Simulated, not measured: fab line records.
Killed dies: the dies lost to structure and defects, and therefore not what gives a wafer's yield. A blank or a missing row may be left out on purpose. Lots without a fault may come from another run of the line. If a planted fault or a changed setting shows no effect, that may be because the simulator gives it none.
fab line records    flow nand-harc    part 2 of 2: steps 5 to 6 of 6
record: lots: 20  wafers: 60  last-day: 25
route steps=1159 shown A_STAIRCASE@628
lots with no fault: from the same line, run without faults
start-h: hours from the record's first day to the start of the lot's first wafer shown    wait-h: hours since the lot's step before    " repeats the value in the row above    L1.1+2: a row that stands for several wafers    - either no value or no given start    * or withheld: withheld    < > ~ a bound
route shown NAME@n: a module of which the file shows steps, and the number in the route of the first    usual: mean/standard deviation taken from wafers without a fault    same: alike in all rows    chamber/n: place in a boat    sites: readings site by site    _std_site: their standard deviation    _edge_site: mean of outer sites minus mean of inner sites    radius-mm: how far each site lies from the wafer's centre    mask NAME#n: copy n    behind: tool/chamber where the wafer was last shaped    hold: reason for holding the lot/hours on hold/outcome of the hold    device: names the non-switching transistor (n, p or np)    end of line: at the end of the route, the tests of the same wafers    a step with no rows: only its recipe    killed: count of dies lost to structure and defects at first sort (not the wafer's yield)    map: per-die view of a wafer (x killed, . not killed, _ where there is no die)
set.NAME: the run value of the setting; set.NAME@STEP: its run value at that earlier step    model.NAME: the simulator's own value behind a step, which no gauge read
one table for each step of the route and one row for each wafer, over a sample of lots
services: when a tool's chamber went out of use (start-h, in hours from the record's first day, below 0 if earlier), for how many hours, and the reason
== steps ==
step: NHARC_A_STAIRCASE_STRIP_476
recipe: time-s: 20  o2-flow-sccm: 500  ar-flow-sccm: 0  bias-w: 0  chemistry: O2
usual: chamber-pressure-mTorr: 60.00/0.055  drypump-motor-current-A: 5.7/0.41  oes-product-au: 0.998/0.01  rf-vpp-V: 57.9/1  showerhead-plenum-p-Torr: 3.54/0.17  throttle-valve-pct: 17.037/0.0084
same: time-s: 20
lot.wafer  tool         chamber  start-h  wait-h  chamber-pressure-mTorr  drypump-motor-current-A  oes-product-au  rf-hours-counter-h  rf-vpp-V  showerhead-plenum-p-Torr  throttle-valve-pct
L074.3     rie-diel-13  2        270.33   0.1     59.95                   5.3                      1.013           64                  57.5      3.64                      17.015
L074.1     "            3        "        "       60.07                   6.1                      0.995           61                  56.4      3.29                      17.034
L074.2     "            0        "        "       60.09                   5.6                      1.018           59                  58.3      3.53                      17.023
L075.3     rie-diel-02  2        271.50   0.1     60.12                   5.0                      0.997           44                  57.8      3.78                      17.028
L075.2     "            3        "        "       60.03                   6.3                      1.006           42                  57.3      3.27                      17.027
L075.1     "            1        "        "       60.06                   6.1                      0.999           45                  58.3      3.55                      17.034
L076.4     rie-diel-13  3        276.06   0.1     60.08                   6.1                      1.001           61                  57.5      3.29                      17.032
L076.1     "            1        "        "       60.03                   5.8                      0.975           59                  59.1      3.30                      17.028
L076.6     "            2        "        "       59.95                   5.3                      0.986           -                   59.1      3.64                      17.051
L077.3     rie-diel-05  0        277.33   0.1     59.99                   6.3                      0.997           40                  57.5      3.54                      17.042
L077.1     "            1        "        "       59.96                   5.6                      0.992           39                  60.2      3.38                      17.033
L077.6     "            0        "        "       60.08                   6.3                      1.002           -                   58.5      3.54                      17.034
L079.2     rie-diel-05  2        277.93   0.1     60.04                   5.6                      0.993           33                  56.9      3.61                      17.035
L079.1     "            0        "        "       59.98                   6.3                      1.008           40                  58.8      3.54                      17.037
L079.6     "            2        "        "       60.00                   5.6                      0.998           -                   57.7      3.61                      17.038
L083.4     rie-diel-02  1        314.75   0.1     59.89                   6.1                      0.993           59                  56.1      3.54                      17.029
L083.1     "            2        "        "       59.98                   5.0                      1.003           58                  56.5      3.77                      17.049
L083.3     "            3        "        "       59.95                   6.3                      1.007           57                  58.6      3.27                      17.056
L080.1     rie-diel-02  3        315.55   0.2     59.96                   6.4                      0.993           57                  57.0      3.27                      17.040
L080.4     "            1        "        "       60.01                   6.1                      0.992           59                  56.4      3.54                      17.045
L080.3     "            2        "        "       60.02                   5.1                      1.002           58                  58.0      3.77                      17.041
L084.2     rie-diel-02  0        320.47   0.1     60.05                   5.6                      0.994           60                  59.2      3.60                      17.032
L084.3     "            1        "        "       59.95                   6.1                      0.984           63                  57.1      3.54                      17.036
L084.4     "            3        "        "       60.02                   6.3                      0.998           60                  56.1      3.26                      17.039
L082.1     rie-diel-02  1        320.79   0.1     59.98                   6.1                      0.984           63                  57.9      3.54                      17.034
L082.3     "            0        "        "       60.01                   5.6                      1.003           60                  59.3      3.60                      17.030
L082.5     "            2        "        "       60.00                   5.0                      1.004           -                   59.5      3.77                      17.037
L086.3     rie-diel-02  0        345.58   0.1     59.98                   5.6                      0.991           3                   58.2      3.60                      17.049
L086.4     "            0        "        "       60.03                   5.6                      0.997           -                   58.0      3.60                      17.042
L086.6     "            1        "        "       59.97                   6.1                      0.997           -                   57.8      3.54                      17.038
L087.4     rie-diel-02  1        348.70   0.1     60.03                   6.1                      0.994           -                   57.2      3.53                      17.043
L087.5     "            2        "        "       60.03                   5.0                      1.011           -                   60.1      3.77                      17.050
L087.6     "            0        "        "       59.92                   5.6                      1.005           -                   59.4      3.60                      17.028
L088.2     rie-diel-05  1        354.10   0.2     59.97                   5.6                      1.013           2                   58.3      3.37                      17.023
L088.4     "            2        "        "       60.14                   5.7                      0.996           2                   57.0      3.60                      17.029
L088.1     "            3        "        "       59.97                   5.4                      0.998           2                   58.1      3.60                      17.040
L091.4     rie-diel-02  1        366.97   0.1     60.00                   6.1                      0.987           16                  59.5      3.53                      17.035
L091.3     "            3        "        "       60.00                   6.3                      0.994           5                   58.7      3.81                      17.045
L091.2     "            0        "        "       60.03                   5.6                      0.986           15                  57.0      3.59                      17.035
L090.2     rie-diel-02  3        375.03   0.1     59.92                   6.3                      1.011           6                   59.3      3.80                      17.044
L090.6     "            3        "        "       60.04                   6.3                      1.008           -                   58.4      3.80                      17.038
L090.5     "            0        "        "       59.99                   5.6                      1.000           -                   57.5      3.59                      17.030
L093.2     rie-diel-13  3        376.85   0.1     60.00                   6.1                      0.996           37                  56.8      3.27                      17.039
L093.3     "            1        "        "       59.98                   5.8                      0.981           37                  57.8      3.28                      17.031
L093.6     "            0        "        "       60.09                   5.6                      0.979           -                   57.2      3.51                      17.033
L094.3     rie-diel-02  0        379.10   0.1     59.89                   5.6                      1.005           19                  57.2      3.59                      17.022
L094.2     "            3        "        "       60.12                   6.4                      1.008           7                   59.2      3.80                      17.045
L094.5     "            0        "        "       59.94                   5.6                      1.010           -                   59.6      3.59                      17.047
L092.2     rie-diel-13  1        383.63   0.3     59.94                   5.8                      0.986           41                  57.7      3.28                      17.028
L092.5     "            0        "        "       59.98                   5.6                      0.985           -                   58.0      3.51                      17.040
L092.6     "            1        "        "       59.87                   5.8                      0.982           -                   57.1      3.28                      17.044
L096.4     rie-diel-02  1        387.49   0.1     60.05                   6.1                      0.992           24                  57.1      3.52                      17.047
L096.5     "            2        "        "       60.13                   5.0                      1.005           -                   57.5      3.76                      17.028
L096.6     "            3        "        "       60.00                   6.3                      1.014           -                   58.9      3.80                      17.011
L095.2     rie-diel-05  1        391.61   0.1     59.96                   5.6                      1.000           16                  58.8      3.36                      17.038
L095.1     "            2        "        "       59.99                   5.6                      0.990           18                  59.3      3.59                      17.033
L095.4     "            3        "        "       59.96                   5.3                      1.019           19                  57.1      3.59                      17.043
L097.2     rie-diel-13  3        403.01   0.1     59.99                   6.1                      1.008           48                  58.4      3.26                      17.042
L097.1     "            0        "        "       59.98                   5.6                      0.983           48                  57.3      3.50                      17.042
L097.5     "            1        "        "       59.89                   5.8                      0.979           -                   56.5      3.28                      17.054
step: NHARC_A_STAIRCASE_DEP_322
recipe: target-thk-a: 38000  temp-c: 400  target-thk-nm: 3800  teos-flow-sccm: 200  rf-w: 500  material: SiO2
usual: heater-power-w: 696/100  mfc-precursor-sccm: 200.0/0.62
lot.wafer  tool      chamber  start-h  wait-h  heater-power-w  mfc-precursor-sccm
L074.3     pecvd-04  0        289.59   0.1     626             199.2
L074.2     "         1        "        "       701             199.7
L074.1     "         2        "        "       762             199.0
L075.1     pecvd-02  0        289.76   0.3     838             198.9
L075.3     "         1        "        "       725             200.5
L075.2     "         2        "        "       727             200.6
L077.3     pecvd-02  2        297.13   0.2     678             200.1
L077.1     "         0        "        "       911             199.9
L077.6     "         1        "        "       646             199.9
L076.1     pecvd-04  2        297.33   0.4     797             200.6
L076.6     "         1        "        "       585             200.4
L076.4     "         0        "        "       515             200.3
L079.2     pecvd-01  2        297.42   0.4     625             200.7
L079.1     "         1        "        "       808             201.2
L079.6     "         1        "        "       697             199.6
L083.3     pecvd-01  0        336.58   0.1     770             198.4
L083.1     "         1        "        "       887             200.4
L083.4     "         2        "        "       636             200.4
L080.3     pecvd-04  2        336.82   0.3     793             199.5
L080.1     "         0        "        "       513             200.5
L080.4     "         0        "        "       491             200.3
L082.3     pecvd-04  2        346.65   0.1     764             200.2
L082.1     "         0        "        "       544             200.2
L082.5     "         1        "        "       562             200.0
L084.3     pecvd-01  2        346.88   0.3     626             200.3
L084.2     "         0        "        "       706             200.0
L084.4     "         1        "        "       688             199.7
L087.6     pecvd-04  0        362.46   0.4     497             201.3
L087.5     "         1        "        "       578             200.3
L087.4     "         2        "        "       694             199.9
L086.3     pecvd-02  2        362.73   0.6     726             201.8
L086.6     "         2        "        "       647             200.8
L086.4     "         0        "        "       838             199.4
L088.1     pecvd-02  0        377.02   0.3     951             199.7
L088.2     "         1        "        "       787             200.2
L088.4     "         1        "        "       637             200.5
L091.3     pecvd-01  0        389.95   0.1     647             199.8
L091.2     "         2        "        "       760             199.3
L091.4     "         0        "        "       644             199.8
L090.2     pecvd-01  0        397.14   0.2     754             199.6
L090.6     "         2        "        "       612             199.0
L090.5     "         0        "        "       646             199.3
L093.2     pecvd-02  2        397.17   0.2     784             199.0
L093.3     "         0        "        "       827             199.3
L093.6     "         2        "        "       643             199.4
L094.3     pecvd-02  1        401.03   0.1     725             200.1
L094.2     "         0        "        "       888             199.8
L094.5     "         0        "        "       795             199.1
L095.2     pecvd-02  1        407.13   0.1     743             200.5
L095.1     "         0        "        "       955             200.3
L095.4     "         2        "        "       643             199.0
L092.2     pecvd-01  1        407.18   0.2     824             200.6
L092.5     "         1        "        "       694             199.5
L092.6     "         2        "        "       623             199.4
L096.4     pecvd-04  2        407.37   0.4     662             200.1
L096.6     "         0        "        "       464             199.8
L096.5     "         1        "        "       519             200.5
L097.2     pecvd-02  1        426.68   0.1     797             200.5
L097.1     "         2        "        "       662             199.0
L097.5     "         0        "        "       809             199.6
== services ==
tool         chamber  start-h  hours  kind
rie-diel-13  0        230.67   -      clean
rie-diel-13  1        230.67   -      clean
rie-diel-13  2        230.67   -      clean
rie-diel-13  3        230.67   -      clean
pecvd-01     -        237.00   13.0   pm
rie-diel-05  3        249.08   2.5    repair
rie-diel-13  0        255.17   -      clean
rie-diel-13  -        276.17   9.0    pm
pecvd-01     0        288.31   11.8   repair
rie-diel-02  0        297.39   8.6    repair
rie-diel-13  3        306.33   3.1    repair
rie-diel-02  -        327.74   9.0    pm
pecvd-02     0        329.73   4.6    repair
pecvd-02     -        334.39   13.0   pm
rie-diel-05  -        340.66   9.0    pm
rie-diel-02  3        340.85   15.6   repair
pecvd-01     0        351.15   6.1    repair
pecvd-01     0        365.15   14.1   repair
pecvd-04     -        366.98   0.5    repair
rie-diel-02  3        376.00   1.2    repair
pecvd-04     -        376.70   13.0   pm
rie-diel-13  2        402.42   2.0    repair
rie-diel-13  -        417.30   0.8    repair
pecvd-01     -        418.00   13.0   pm
